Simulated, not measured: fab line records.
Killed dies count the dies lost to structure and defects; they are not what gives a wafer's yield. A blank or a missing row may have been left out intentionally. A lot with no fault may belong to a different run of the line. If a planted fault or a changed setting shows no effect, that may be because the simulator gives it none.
Which of the tools did it? -- flow nand-harc -- Sampling: 24 lots, 72 wafers, 2 of 1159 route steps

## WHAT THE GAUGES SHOWED, per wafer
NHARC_A_CONTACT_INSPECT_44. Usual: raw-defect-count 28, standard deviation 13.
lot,measured,on,raw-defect-count,flag
L076,day 16 13:47,defect-inspect-02,25 37 23,
L077,day 16 15:31,defect-inspect-02,10 10 17,
L078,day 16 18:03,defect-inspect-01,23 19 29,
L074,day 16 20:25,defect-inspect-02,30 36 39,
L079,day 17 03:43,defect-inspect-02,22 14 25,
L075,day 17 08:47,defect-inspect-02,20 27 17,
L080,day 17 16:47,defect-inspect-02,27 21 26,
L081,day 18 11:01,defect-inspect-02,29 25 21,
L083,day 18 13:59,defect-inspect-02,11 11 4,
L082,day 18 15:20,defect-inspect-02,42 30 36,
L084,day 19 12:58,defect-inspect-02,10 17 10,
L085,day 19 14:31,defect-inspect-01,31 26 32,
L087,day 19 17:05,defect-inspect-02,28 29 33,
L091,day 20 01:38,defect-inspect-01,23 19 24,
L086,day 20 02:37,defect-inspect-01,22 22 40,
L090,day 20 06:41,defect-inspect-02,38 41 43,
L088,day 20 10:17,defect-inspect-02,54 39 49,
L089,day 20 11:28,defect-inspect-01,30 25 28,
L092,day 20 15:40,defect-inspect-01,59 46 58,
L093,day 20 16:07,defect-inspect-01,17 23 19,
L094,day 20 22:55,defect-inspect-02,36 38 40,
L095,day 21 17:08,defect-inspect-02,40 49 37,
L096,day 21 19:20,defect-inspect-01,59 29 36,
L097,day 21 21:40,defect-inspect-01,12 13 15,

## TOOL THAT RAN EACH LOT (tool first, then ch and the chambers of the sampled wafers, then the start)
lot,NHARC_A_WL_FILL_CVD_20
L076,"cvd-w-01 ch 0,1, day 16 13:47 or earlier"
L077,"cvd-w-02 ch 0,1, day 16 15:31 or earlier"
L078,"cvd-w-01 ch 0,1, day 16 18:03 or earlier"
L074,"cvd-w-02 ch 0,1, day 16 20:25 or earlier"
L079,"cvd-w-01 ch 0,1, day 17 03:43 or earlier"
L075,"cvd-w-01 ch 1, day 17 08:47 or earlier"
L080,"cvd-w-02 ch 0,1, day 17 16:47 or earlier"
L081,"cvd-w-02 ch 0,1, day 18 11:01 or earlier"
L083,"cvd-w-02 ch 0, day 18 13:59 or earlier"
L082,"cvd-w-01 ch 0,1, day 18 15:20 or earlier"
L084,"cvd-w-01 ch 0,1, day 19 12:58 or earlier"
L085,"cvd-w-02 ch 0,1, day 19 14:31 or earlier"
L087,"cvd-w-01 ch 0,1, day 19 17:05 or earlier"
L091,"cvd-w-01 ch 0,1, day 20 01:38 or earlier"
L086,"cvd-w-02 ch 0,1, day 20 02:37 or earlier"
L090,"cvd-w-01 ch 0,1, day 20 06:41 or earlier"
L088,"cvd-w-01 ch 0,1, day 20 10:17 or earlier"
L089,"cvd-w-02 ch 1, day 20 11:28 or earlier"
L092,"cvd-w-01 ch 0,1, day 20 15:40 or earlier"
L093,"cvd-w-02 ch 0,1, day 20 16:07 or earlier"
L094,"cvd-w-02 ch 0,1, day 20 22:55 or earlier"
L095,"cvd-w-02 ch 0,1, day 21 17:08 or earlier"
L096,"cvd-w-02 ch 0,1, day 21 19:20 or earlier"
L097,"cvd-w-01 ch 0,1, day 21 21:40 or earlier"
- NHARC_A_WL_FILL_CVD_20: deposits W, target thk 75 nm, time 5064 s.

## AS READ BY THE TOOLS THEMSELVES (means over the sampled wafers that have a number; for cases with no such wafer, the mark the record gives instead)
NHARC_A_WL_FILL_CVD_20. Usual: heater-power-w 469 W, standard deviation 46; throttle-valve-pct 7.9 %, standard deviation 0.32.
lot,tool,heater-power-w (W),throttle-valve-pct (%),flag
L076,cvd-w-01,461,7.8,
L077,cvd-w-02,515,7.8,
L078,cvd-w-01,422,8.1,
L074,cvd-w-02,509,7.7,
L079,cvd-w-01,460,7.9,
L075,cvd-w-01,397,8.3,
L080,cvd-w-02,500,7.8,
L081,cvd-w-02,491,7.8,
L083,cvd-w-02,503,7.7,
L082,cvd-w-01,428,8.0,
L084,cvd-w-01,451,7.9,
L085,cvd-w-02,498,7.9,
L087,cvd-w-01,454,7.7,
L091,cvd-w-01,429,8.1,
L086,cvd-w-02,497,7.8,
L090,cvd-w-01,423,8.0,
L088,cvd-w-01,428,8.0,
L089,cvd-w-02,473,8.1,
L092,cvd-w-01,462,7.7,
L093,cvd-w-02,493,8.0,
L094,cvd-w-02,491,7.9,
L095,cvd-w-02,496,7.7,
L096,cvd-w-02,488,8.1,
L097,cvd-w-01,431,8.0,

## THE ANSWER, worked out from the rows above alone
Rule: a lot is off if the mean of its wafers that have a number lies more than 3 standard deviations from the usual mean. A lot without any number at a reading at which 4 lots or more have one is off too. Any other lot the step has rows for is counted as sound. The gauges are gone through in route order, then the tools' own readings, and for those a lot's mean is taken as printed above. The first step at which some lot is off is used, and at that step the reading that is off furthest; a lot without a number counts as furthest.
None of the lots is off at any reading shown; this tells nothing.

## WHAT WAS PUT IN BY THE SIMULATOR
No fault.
